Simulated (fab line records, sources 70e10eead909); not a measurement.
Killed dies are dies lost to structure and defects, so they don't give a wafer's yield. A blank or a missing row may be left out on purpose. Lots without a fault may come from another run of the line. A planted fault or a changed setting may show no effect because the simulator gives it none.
Problem report in the 8D (eight disciplines) form, filled by code | flow nand_harc | the parts of the form that need people (team, actions taken, sign-off) are left out

1. THE PROBLEM
killed_at_array at NHARC_END_SORT_01 reads a mean of 123 on 2 wafers of 1 lot; wafers without a fault read 54 with a standard deviation of 12. That is +5.8 standard deviations from the usual mean.
First seen on wafer L771.3, day 32 09:50, on prober-01. The record holds 3 wafers of 1 lot with a number at this step. Rule for "out", or "out of limits": more than 4 standard deviations from the usual mean. The other wafers with a number count as sound.

2. WHAT IT IS AND WHAT IT IS NOT
question                    | is                           | is not
which readings at this step | killed_at_array, killed_dies | killed_at_periphery, killed_open, killed_short
which lots                  | L771                         | -
which wafers of those lots  | L771.3, L771.6               | L771.2
read on which gauges        | prober-01                    | -
when                        | from day 32 09:50            | up to then (1 sound wafer)

3. SUSPECTS, AND WHAT RULES EACH OUT
Counting: a tool at a process step up to the reading stays a suspect if it ran every lot that is out. Sound lots after the first of them don't rule it out here, since some wafers of a struck lot are sound.
- the gauge at NHARC_END_SORT_01: kept. All the wafers that are out were read on prober-01, and no step on other tools shows them out.
- rie_diel-11 at NHARC_A_CONTACT_ETCH_89 (etches the open film in N2/H2, target depth 260 nm, time 475.3 s): kept. It ran the lot that is out, L771 (day 30 06:53).
- rie_metal-01 at NHARC_THIN_TSV_ETCH_36 (etches the open film in Cl2/BCl3, target depth 65 nm, time 18.571 s): kept. It ran the lot that is out, L771 (day 31 22:55).
- Within rie_diel-11 at NHARC_A_CONTACT_ETCH_89: the wafers that are out ran in chamber 1; their sound lot-mates ran in chamber 3.
Left after counting: rie_diel-11 at NHARC_A_CONTACT_ETCH_89, rie_metal-01 at NHARC_THIN_TSV_ETCH_36, prober-01 at NHARC_END_SORT_01.

4. THE CAUSE (what the simulator had put in)
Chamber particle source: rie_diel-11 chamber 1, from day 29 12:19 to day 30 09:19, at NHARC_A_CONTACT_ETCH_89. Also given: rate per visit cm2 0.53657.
Counting left 3 suspects, and this tool is among them.

5. THE CHAIN OF EFFECTS, in route order
Each row: a reading whose mean over the struck wafers that have a number lies more than 3 standard deviations from the usual. Only readings for which the record gives a usual standard deviation are gone through. hours: the time from each lot's start at the first step in this table that gives one to its start at this step, as a median over the lots. sigmas: the change in usual standard deviations.
hours | step              | reading         | usual | on struck wafers | change | sigmas
0     | NHARC_END_SORT_01 | killed_at_array | 54    | 123              | +69    | +5.8
0     | NHARC_END_SORT_01 | killed_dies     | 59    | 133              | +74    | +5.7

6. WHAT WOULD HAVE CAUGHT IT SOONER
In this record the first reading out of limits at a measuring or inspecting step was taken at day 32 09:50, 70 hours after the fault began at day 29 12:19.
Of the tool readings at NHARC_A_CONTACT_ETCH_89 for which the record gives a usual standard deviation, none was out on any struck wafer, so an alarm limit of 4 standard deviations on them would not have fired.
All the lots that are out (1) had begun NHARC_A_CONTACT_ETCH_89 on rie_diel-11 by day 32 09:50. A hold on the tool at that time would have spared none of them.
